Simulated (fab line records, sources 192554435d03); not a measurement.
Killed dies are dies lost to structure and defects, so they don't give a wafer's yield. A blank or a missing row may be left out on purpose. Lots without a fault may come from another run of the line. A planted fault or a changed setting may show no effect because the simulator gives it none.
Chamber matching | flow n5_finfet | N5_BEOL_M5_PECVD_70 on pecvd-04: 3 sister chambers
The step deposits SiO2 from TEOS/O2, target thk 16 nm, time 18 s. 3 wafers are shown with their chamber, then 7 later ones without.

WAFERS WITH THEIR CHAMBER
wafer  | chamber | throttle_valve_pct (%)
L080.6 | 0       | 23.2
L084.3 | 1       | 25.1
L084.4 | 2       | 21.3

WAFERS WITHOUT THEIR CHAMBER
wafer  | throttle_valve_pct (%)
L084.5 | 24.9
L088.2 | 21.4
L088.4 | 21.3
L088.5 | 24.8
L096.1 | 24.5
L096.2 | 23.5
L096.5 | 21.4

WHICH CHAMBER EACH WENT THROUGH
wafer  | from the rows above | in truth
L084.5 | 1                   | 1
L088.2 | 2                   | 2
L088.4 | 2                   | 2
L088.5 | 1                   | 1
L096.1 | 1                   | 1
L096.2 | 0                   | 0
L096.5 | 2                   | 2
Placed correctly: 7 of 7. Can't be placed from these rows: 0. Placed wrongly: 0.
How it was worked out, from the rows above alone: a wafer's distance from a chamber is the root of the sum, over the readings, of the square of ((its reading less the chamber's mean) divided by the reading's scatter). The wafer belongs to the nearest chamber; if the next one is less than 2 further off, it can't be placed. A chamber's mean is the mean of its shown wafers. The scatter: with one shown wafer a chamber, the root of the mean of the squares of how far each hidden wafer lies from its nearest shown one.
